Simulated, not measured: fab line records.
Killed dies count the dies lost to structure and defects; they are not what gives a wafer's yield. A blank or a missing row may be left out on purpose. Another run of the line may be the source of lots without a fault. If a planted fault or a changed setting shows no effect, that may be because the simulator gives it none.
What tool caused it? | flow n5 finfet | 24 lots with 72 wafers sampled at 3 steps, on a route of 1938 steps

## WHAT THE GAUGES READ, wafer by wafer
N5_BEOL_M3_OVL_MEAS_29. Usual: V2_OVL typically reads 0.1 nm, with standard deviation 0.72.
lot  | measured     | on         | V2_OVL (nm)    | flag
L074 | day 7 01:13  | overlay-01 | 1.1 1.0 0.3    |
L075 | day 7 05:10  | overlay-01 | 0.2 0.3 0.5    |
L076 | day 7 16:10  | overlay-01 | -0.1 -1.3 -1.3 |
L078 | day 7 22:04  | overlay-01 | -1.3 -0.5 -0.9 |
L077 | day 7 22:58  | overlay-02 | -0.4 -0.2 -0.8 |
L079 | day 8 04:15  | overlay-01 | -0.2 0.8 0.7   |
L080 | day 8 06:41  | overlay-01 | 0.1 0.5 0.0    |
L081 | day 8 17:16  | overlay-02 | 0.5 0.0 -1.6   |
L082 | day 8 18:25  | overlay-02 | 1.7 1.7 1.0    |
L083 | day 8 22:50  | overlay-02 | 0.5 0.9 -1.3   |
L084 | day 9 06:33  | overlay-01 | 1.2 1.0 1.3    |
L085 | day 9 16:38  | overlay-02 | 1.2 0.1 0.8    |
L086 | day 10 00:22 | overlay-02 | 0.0 0.1 0.6    |
L087 | day 10 06:20 | overlay-02 | -0.9 -0.3 0.8  |
L088 | day 10 09:49 | overlay-02 | 0.8 0.1 1.3    |
L089 | day 10 16:27 | overlay-02 | 0.0 -0.1 -0.4  |
L090 | day 10 22:50 | overlay-02 | -0.9 -0.5 -0.4 |
L091 | day 11 08:49 | overlay-02 | 0.3 -0.3 -0.1  |
L092 | day 11 11:56 | overlay-01 | 0.3 0.4 0.8    |
L093 | day 11 15:28 | overlay-02 | -0.4 0.9 -0.1  |
L094 | day 12 00:05 | overlay-01 | 0.7 -1.7 -0.6  |
L095 | day 12 01:28 | overlay-02 | 0.2 0.3 -0.6   |
L096 | day 12 08:44 | overlay-01 | 0.5 0.2 0.8    |
L097 | day 12 22:46 | overlay-01 | 0.2 0.3 0.7    |

## TOOL THAT RAN EACH LOT (tool first, then ch and the chambers of the sampled wafers, then the start)
lot  | N5_BEOL_M2_SPUTTER_92        | N5_BEOL_M2_ANNEAL_95
L074 | pvd sputter-03, day 6 20:58  | pvd sputter-03, day 6 21:16
L075 | pvd sputter-01, day 7 00:35  | pvd sputter-01, day 7 00:55
L076 | pvd sputter-02, day 7 12:15  | pvd sputter-02, day 7 12:33
L078 | pvd sputter-01, day 7 16:44  | pvd sputter-01, day 7 17:02
L077 | pvd sputter-01, day 7 19:45  | pvd sputter-01, day 7 20:03
L079 | pvd sputter-01, day 7 23:34  | pvd sputter-01, day 7 23:52
L080 | pvd sputter-02, day 8 02:01  | pvd sputter-02, day 8 02:19
L081 | pvd sputter-03, day 8 14:05  | pvd sputter-03, day 8 14:23
L082 | pvd sputter-02, day 8 14:38  | pvd sputter-02, day 8 14:56
L083 | pvd sputter-03, day 8 17:48  | pvd sputter-03, day 8 18:06
L084 | pvd sputter-01, day 9 03:24  | pvd sputter-01, day 9 03:42
L085 | pvd sputter-03, day 9 12:36  | pvd sputter-03, day 9 12:54
L086 | pvd sputter-01, day 9 21:14  | pvd sputter-01, day 9 21:32
L087 | pvd sputter-01, day 10 01:05 | pvd sputter-01, day 10 01:23
L088 | pvd sputter-01, day 10 06:07 | pvd sputter-01, day 10 06:25
L089 | pvd sputter-01, day 10 10:02 | pvd sputter-01, day 10 10:20
L090 | pvd sputter-01, day 10 18:48 | pvd sputter-01, day 10 19:06
L091 | pvd sputter-02, day 11 05:05 | pvd sputter-02, day 11 05:23
L092 | pvd sputter-02, day 11 07:52 | pvd sputter-02, day 11 08:10
L093 | pvd sputter-01, day 11 10:52 | pvd sputter-01, day 11 11:10
L094 | pvd sputter-03, day 11 19:02 | pvd sputter-03, day 11 19:20
L095 | pvd sputter-01, day 11 21:44 | pvd sputter-01, day 11 22:02
L096 | pvd sputter-02, day 12 04:22 | pvd sputter-02, day 12 04:40
L097 | pvd sputter-01, day 12 17:28 | pvd sputter-01, day 12 17:46
- N5_BEOL_M2_SPUTTER_92: material Cu, target thk 4.5 nm, time 8.29 s.
- N5_BEOL_M2_ANNEAL_95: time 240 s.

## AS READ BY THE TOOLS THEMSELVES (means over the sampled wafers that have a number; for cases with no such wafer, the mark the record gives instead)
N5_BEOL_M2_SPUTTER_92. Usual: chamber pressure pa 0.07001 Pa, standard deviation 0.00015; throttle valve pct 29.7 %, standard deviation 1.1.
lot  | tool           | chamber pressure pa (Pa) | throttle valve pct (%) | flag
L074 | pvd sputter-03 | 0.06998                  | 29.8                   |
L075 | pvd sputter-01 | 0.06997                  | 30.0                   |
L076 | pvd sputter-02 | 0.07006                  | 29.8                   |
L078 | pvd sputter-01 | 0.06989                  | 29.9                   |
L077 | pvd sputter-01 | 0.07002                  | 29.9                   |
L079 | pvd sputter-01 | 0.07002                  | 30.5                   |
L080 | pvd sputter-02 | 0.06989                  | 30.4                   |
L081 | pvd sputter-03 | 0.07003                  | 29.6                   |
L082 | pvd sputter-02 | 0.07006                  | 29.4                   |
L083 | pvd sputter-03 | 0.07001                  | 29.8                   |
L084 | pvd sputter-01 | 0.06997                  | 29.1                   |
L085 | pvd sputter-03 | 0.07001                  | 30.3                   |
L086 | pvd sputter-01 | 0.07015                  | 31.1                   |
L087 | pvd sputter-01 | 0.06995                  | 30.2                   |
L088 | pvd sputter-01 | 0.06999                  | 29.2                   |
L089 | pvd sputter-01 | 0.06989                  | 29.9                   |
L090 | pvd sputter-01 | 0.07014                  | 29.0                   |
L091 | pvd sputter-02 | 0.07013                  | 29.5                   |
L092 | pvd sputter-02 | 0.06990                  | 30.2                   |
L093 | pvd sputter-01 | 0.07006                  | 29.2                   |
L094 | pvd sputter-03 | 0.07009                  | 29.3                   |
L095 | pvd sputter-01 | 0.06994                  | 28.9                   |
L096 | pvd sputter-02 | 0.07013                  | 29.6                   |
L097 | pvd sputter-01 | 0.06999                  | 30.3                   |

N5_BEOL_M2_ANNEAL_95. Usual: heater power w reads 851 W (standard deviation 89).
lot  | tool           | heater power w (W) | flag
L074 | pvd sputter-03 | 909                |
L075 | pvd sputter-01 | 891                |
L076 | pvd sputter-02 | 785                |
L078 | pvd sputter-01 | 911                |
L077 | pvd sputter-01 | 823                |
L079 | pvd sputter-01 | 940                |
L080 | pvd sputter-02 | 755                |
L081 | pvd sputter-03 | 898                |
L082 | pvd sputter-02 | 797                |
L083 | pvd sputter-03 | 919                |
L084 | pvd sputter-01 | 885                |
L085 | pvd sputter-03 | 934                |
L086 | pvd sputter-01 | 781                |
L087 | pvd sputter-01 | 838                |
L088 | pvd sputter-01 | 960                |
L089 | pvd sputter-01 | 817                |
L090 | pvd sputter-01 | 883                |
L091 | pvd sputter-02 | 760                |
L092 | pvd sputter-02 | 789                |
L093 | pvd sputter-01 | 888                |
L094 | pvd sputter-03 | 885                |
L095 | pvd sputter-01 | 925                |
L096 | pvd sputter-02 | 810                |
L097 | pvd sputter-01 | 848                |

## THE ANSWER, worked out from the rows above alone
Rule: a lot counts as off when the mean over its wafers that have a number is more than 3 standard deviations away from the usual mean. A lot without any number at a reading at which 4 lots or more have one is off too. Any other lot the step has rows for is counted as sound. The gauges are gone through in route order, then the tools' own readings, and for those a lot's mean is taken as printed above. At the first step where some lot is off, the reading lying furthest off is the one used; lots without a number count as furthest.
Nothing can be told from this: no lot is off at any reading shown.

## WHAT WAS PUT IN BY THE SIMULATOR
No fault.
